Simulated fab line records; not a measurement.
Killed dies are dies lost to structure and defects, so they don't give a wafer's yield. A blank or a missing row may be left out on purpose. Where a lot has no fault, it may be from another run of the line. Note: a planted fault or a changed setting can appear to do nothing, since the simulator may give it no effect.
Struck lot and sound lot, side by side | flow n5_finfet | 15 steps out of a route of 1938
Sound: wafers L513.2, L513.4, L513.5. Struck: wafer L516.4; the same lot's L516.5 was not struck, so it is left out; see the end for the cause.
Order at every step that has rows: each side's tool, ch and its chambers, its first start. Under that, the readings that differ: sound wafers | struck wafers | difference of the means | sigmas: that difference in standard deviations of wafers without a fault.
alike: a reading whose means differ by less than 2 such deviations, as well as words and numbers matching on both sides. not compared: withheld readings; readings where some wafer has no value; bounds like >300 that might hide an equal value; numbers whose values overlap and for which the record gives no deviation.
Wherever a step has rows on one side only, a row that says differs or no value, or a row with sigmas, the two part there. When numbers do not overlap yet have no deviation, they are printed without sigmas and do not part them. A reading missing from all wafers of one side parts the sides only when that side holds two or more wafers.

N5_BEOL_M15_SPUTTER_45: material Cu, target thk 100 nm, time 16.67 s.
  struck on pvd_sputter-01, day 16 12:10; sound on pvd_sputter-02, day 15 05:25
  alike: throttle_valve_pct
then, 2 steps without rows for these wafers: N5_BEOL_M15_ECD_47 (material Cu, target thk 1860 nm); N5_BEOL_M15_ANNEAL_48 (time 90 s).
N5_BEOL_M15_CMP_49: polishes, stops on SiO2, t overpolish 4.9 s, target thk 850 nm.
  sound on cmp-03 ch 2,3, day 15 06:54; struck on cmp-04 ch 1, day 16 12:53
  reading                      | sound             | struck | difference | sigmas
  barrier_field_endpoint_s (s) | 11.13 11.46 11.06 | 11.86  | +0.64      | +3
  alike: motor_current_A, overpolish_run_s
N5_BEOL_M15_THK_MEAS_50: measures by xrf.
  struck on film_metro-02, day 16 13:07; sound on film_metro-01, day 15 07:12
  alike: M15_THK
then, 1 step without rows for these wafers: N5_BEOL_M15_PRE_CLEAN_52 (time 15 s).
N5_BEOL_M15_DEP_53: deposits SiCN from 3MS/NH3, target thk 50 nm, time 17.8 s.
  sound on pecvd-02 ch 1,2, day 15 07:16; struck on pecvd-02 ch 0, day 16 13:11
  alike: chamber_pressure_Torr, showerhead_plenum_p_Torr, throttle_valve_pct
N5_BEOL_M15_RS_MEAS_54: measurement is done with a four-point probe.
  struck on film_metro-01, day 16 13:14; sound on film_metro-02, day 15 07:20
  alike: M15_RS
N5_BEOL_M15_INSPECT_55: inspects for defects (darkfield).
  struck on defect_inspect-02, day 16 13:16; sound on defect_inspect-02, day 15 07:21
  alike: raw_defect_count
N5_BEOL_M15_RC_MEAS_101:
  sound on prober-02 ch 0, day 15 07:32; struck on prober-01 ch 0, day 16 13:45
  reading                   | sound                   | struck  | difference | sigmas
  COMB_M14 (S/m)            | 4.7e-12 5.7e-12 4.2e-12 | 2.9e-12 | -2.0e-12   | -2
  COMB_M7 (S/m)             | 2.2e-11 1.8e-11 2.5e-11 | 4e-11   | +2e-11     | +3
  COMB_M8 (S/m)             | 2e-11 2.2e-11 3.1e-11   | 4.1e-11 | +1.7e-11   | +3
  SERP_M13 (ohm/um)         | 0.314 0.316 0.314       | 0.305   | -0.010     | -2
  SERP_M7 (ohm/um)          | 14.0 14.1 14.2          | 13.2    | -0.9       | -2
  SERP_M9_max_site (ohm/um) | 3.16 3.26 3.21          | 3.02    | -0.19      | -2
  alike: COMB_M10, COMB_M11, COMB_M12, COMB_M13, COMB_M15, COMB_M5, COMB_M5_max_site, COMB_M6, COMB_M6_max_site, COMB_M9, SERP_M10, SERP_M11, SERP_M12, SERP_M14, SERP_M5, SERP_M6, SERP_M8, SERP_M9
N5_PASSIVATION_PECVD_00: deposits SiO2 from SiH4/N2O, target thk 200 nm, time 11.2 s.
  sound on pecvd-01 ch 0,1,2, day 15 08:20; struck on pecvd-03 ch 0, day 16 14:16
  reading                      | sound             | struck | difference | sigmas
  chamber_pressure_Torr (Torr) | 2.690 2.688 2.700 | 2.710  | +0.017     | +3
  alike: heater_power_w, showerhead_plenum_p_Torr, throttle_valve_pct
then, 1 step without rows for these wafers: N5_MIM_BOT_DEGAS_01 (time 60 s).
N5_MIM_BOT_SPUTTER_00: material TiN, target thk 35 nm, time 89.7 s.
  struck on pvd_sputter-01, day 16 16:28; sound on pvd_sputter-03, day 15 10:41
  reading                                     | sound          | struck | difference | sigmas
  throttle_valve_pct (%)                      | 29.2 29.9 29.8 | 32.0   | +2.4       | +2
  model.TiN_of_MIM_BOT_SPUTTER_00.thk_nm (nm) | 35.2 35 35.2   | 36.6   | +1.5       |
N5_MIM_TOP_ALD_00: deposits Al2O3, purge time 3 s, co reactant pulse time 3 s.
  sound on ald_hk-03 ch 0,1,3, day 15 10:47; struck on ald_hk-02 ch 2, day 16 16:34
  alike: precursor_pulse_height_rel
N5_PASSIVATION_PROBE_49:
  record: rows for the struck wafers here (prober-02, day 17 02:58), none for the sound ones

== WHERE THEY PART ==
Earliest at N5_BEOL_M15_CMP_49; latest, in this record, at N5_PASSIVATION_PROBE_49.

WHY: what had been put in by the simulator
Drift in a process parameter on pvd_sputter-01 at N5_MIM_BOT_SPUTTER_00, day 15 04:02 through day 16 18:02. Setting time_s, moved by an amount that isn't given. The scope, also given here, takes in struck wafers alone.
